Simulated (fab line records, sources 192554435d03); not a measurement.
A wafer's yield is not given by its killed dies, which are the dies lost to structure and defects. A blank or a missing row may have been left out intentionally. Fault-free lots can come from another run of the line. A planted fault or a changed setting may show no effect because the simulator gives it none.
Which of the tools did it? ; flow n5Finfet ; 11 lots, 33 wafers sampled, at 1 step of a route of 1938

WHAT THE GAUGES SHOWED, per wafer
N5_BEOL_M15_OVL_MEAS_29.
lot;measured;on;M15_OVL (nm)
L470;day 11 13:52;overlay-01;10 1 8
L469;day 11 16:00;overlay-02;0 10 1
L472;day 12 05:29;overlay-01;-2 -5 -7
L473;day 12 06:11;overlay-02;3 1 9
L475;day 13 06:38;overlay-01;-6 -1 -3
L478;day 14 04:17;overlay-02;4 4 6
L485;day 16 03:56;overlay-02;0 2 3
L483;day 16 05:01;overlay-02;-6 -4 5
L489;day 17 02:32;overlay-01;5 9 7
L490;day 18 00:46;overlay-01;2 4 -1
L491;day 18 03:16;overlay-01;-2 2 4

WHAT TOOL EACH LOT RAN ON (gives the tool, then ch and the chambers of the sampled wafers, and finally the start)
There is no process step in the record ahead of these readings.

THE ANSWER, worked out from the rows above alone
Rule: what is usual is taken from the lots themselves. The widest of any qualifying gaps counts: lots, ordered by their means at a reading, are off when they make up no more than a third of the lots, leave a main group of 4 or more, and stand apart from it by 3 or more times the standard deviation of that group's means. A main group is skipped when, at the precision printed for the reading in the tables above, its means are all equal. Also off: a lot with no number at a reading for which 4 or more lots have one. Where the step has rows for the other lots, those lots are counted as sound.
Across all readings shown, no lot is off: no conclusion can be drawn from this.

WHAT HAD BEEN PUT IN BY THE SIMULATOR
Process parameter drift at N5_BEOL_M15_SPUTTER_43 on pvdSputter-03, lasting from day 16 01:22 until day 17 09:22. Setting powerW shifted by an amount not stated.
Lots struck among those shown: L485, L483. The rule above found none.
